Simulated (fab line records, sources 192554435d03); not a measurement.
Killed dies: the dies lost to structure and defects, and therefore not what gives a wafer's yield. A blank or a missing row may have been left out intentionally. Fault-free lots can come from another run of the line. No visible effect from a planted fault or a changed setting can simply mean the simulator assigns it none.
Matching of chambers -- flow n5_finfet -- N5_BEOL_M1_PECVD_72 on pecvd-03 has 3 sister chambers
The step deposits SiO2 from TEOS/O2, target thk 16 nm, time 18 s. 3 wafers are shown with their chamber, then 7 later ones without.

## EACH WAFER AND ITS CHAMBER
wafer,chamber,throttle_valve_pct (%)
L481.5,0,22.9
L487.4,2,20.8
L487.5,1,24.7

## WAFERS WITHOUT THEIR CHAMBER
wafer,throttle_valve_pct (%)
L487.6,22.9
L488.1,24.6
L488.4,21.1
L488.6,23.3
L492.1,20.9
L492.3,22.9
L492.6,20.7

## WHICH CHAMBER EACH ONE RAN IN
wafer,from the rows above,in truth
L487.6,0,0
L488.1,1,1
L488.4,2,2
L488.6,0,0
L492.1,2,2
L492.3,0,0
L492.6,2,2
Correctly placed: 7 of 7. Not placeable from these rows: 0. Wrongly placed: 0.
How it was worked out, from the rows above alone: a wafer's distance from a chamber is the root of the sum, over the readings, of the square of ((its reading less the chamber's mean) divided by the reading's scatter). If the next closest chamber is less than 2 further off than the closest, the wafer can't be placed; otherwise it belongs to the closest. The mean given for a chamber averages the wafers shown for that chamber. The scatter (one wafer shown for each chamber): square how far every hidden wafer sits from the nearest shown wafer, average those squares and take the square root.
